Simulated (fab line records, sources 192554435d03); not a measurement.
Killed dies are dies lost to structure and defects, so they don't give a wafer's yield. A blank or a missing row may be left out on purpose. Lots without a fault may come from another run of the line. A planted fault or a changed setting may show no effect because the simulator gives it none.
Chamber matching | flow n5_finfet | N5_SD_EPI_P_ETCH_47 on rie_diel-01: 4 sister chambers
The step etches SiOCN in CH3F/O2, target depth 25 nm. 4 wafers are shown with their chamber, then 12 later ones without.

WAFERS WITH THEIR CHAMBER
wafer  | chamber | showerhead_plenum_p_Torr (Torr)
L086.2 | 2       | 1.93
L088.2 | 1       | 1.96
L088.5 | 0       | 1.98
L088.6 | 3       | 2.10

WAFERS WITHOUT THEIR CHAMBER
wafer  | showerhead_plenum_p_Torr (Torr)
L089.1 | 1.96
L089.4 | 2.10
L089.6 | 1.93
L091.2 | 1.98
L091.5 | 1.98
L091.6 | 1.96
L092.4 | 1.96
L092.5 | 1.95
L092.6 | 1.93
L097.2 | 1.95
L097.3 | 1.93
L097.5 | 1.95

WHICH CHAMBER EACH WENT THROUGH
wafer  | from the rows above | in truth
L089.1 | 1                   | 1
L089.4 | 3                   | 3
L089.6 | 2                   | 2
L091.2 | 0                   | 0
L091.5 | 0                   | 0
L091.6 | 1                   | 1
L092.4 | 1                   | 1
L092.5 | 1                   | 1
L092.6 | 2                   | 2
L097.2 | 1                   | 1
L097.3 | 2                   | 2
L097.5 | 1                   | 1
Placed correctly: 12 of 12. Can't be placed from these rows: 0. Placed wrongly: 0.
How it was worked out, from the rows above alone: a wafer's distance from a chamber is the root of the sum, over the readings, of the square of ((its reading less the chamber's mean) divided by the reading's scatter). The wafer belongs to the nearest chamber; if the next one is less than 2 further off, it can't be placed. A chamber's mean is the mean of its shown wafers. The scatter: with one shown wafer a chamber, the root of the mean of the squares of how far each hidden wafer lies from its nearest shown one.
